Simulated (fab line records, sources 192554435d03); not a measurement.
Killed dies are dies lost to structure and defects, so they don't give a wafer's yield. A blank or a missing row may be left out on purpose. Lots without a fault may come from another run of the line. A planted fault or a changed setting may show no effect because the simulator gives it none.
Chamber matching | flow n5_finfet | N5_BEOL_M5_ALD_86 on ald_metal-01: 4 sister chambers
The step deposits TaN, pulse time 2 s, purge time 3 s, co reactant purge time 2 s. 16 wafers are shown with their chamber, then 8 later ones without.

WAFERS WITH THEIR CHAMBER
wafer  | chamber | heater_power_w (W) | mfc_carrier_sccm (sccm)
L074.4 | 2       | 423                | 1501
L074.5 | 0       | 426                | 1506
L074.6 | 1       | 485                | 1505
L082.2 | 1       | 485                | 1502
L082.3 | 2       | 425                | 1493
L082.4 | 0       | 419                | 1499
L087.1 | 0       | 426                | 1501
L087.3 | 2       | 428                | 1494
L087.6 | 0       | 426                | 1502
L091.4 | 3       | 464                | 1500
L091.5 | 1       | 483                | 1504
L091.6 | 2       | 432                | 1505
L090.2 | 0       | 417                | 1504
L090.3 | 2       | 414                | 1497
L090.4 | 3       | 463                | 1503
L092.1 | 2       | 429                | 1506

SIGNATURES (means of the wafers above)
reading          | chamber 0 | chamber 1 | chamber 2 | chamber 3 | scatter within a chamber
heater_power_w   | 422.80    | 484.33    | 425.17    | 463.50    | 4.84
mfc_carrier_sccm | 1502.40   | 1503.67   | 1499.33   | 1501.50   | 4
Rule: a wafer's distance from a chamber is the root of the sum, over the readings, of the square of ((its reading less the chamber's mean) divided by the reading's scatter). The wafer belongs to the nearest chamber; if the next one is less than 2 further off, it can't be placed. The scatter: the root of (the sum of the squares of (reading less its chamber's mean) over the shown wafers, divided by (wafers less chambers)).

WAFERS WITHOUT THEIR CHAMBER
wafer  | heater_power_w (W) | mfc_carrier_sccm (sccm)
L092.2 | 432                | 1500
L092.5 | 461                | 1501
L095.2 | 424                | 1498
L095.3 | 470                | 1496
L095.6 | 433                | 1501
L097.3 | 437                | 1506
L097.4 | 466                | 1505
L097.5 | 429                | 1498

WHICH CHAMBER EACH WENT THROUGH
wafer  | from the rows above     | in truth
L092.2 | can't be placed: 2 or 0 | 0
L092.5 | 3                       | 3
L095.2 | can't be placed: 2 or 0 | 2
L095.3 | can't be placed: 3 or 1 | 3
L095.6 | can't be placed: 2 or 0 | 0
L097.3 | can't be placed: 2 or 0 | 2
L097.4 | 3                       | 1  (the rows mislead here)
L097.5 | can't be placed: 2 or 0 | 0
Placed correctly: 1 of 8. Can't be placed from these rows: 6 (the true chamber is among the candidates in 6). Placed wrongly: 1.
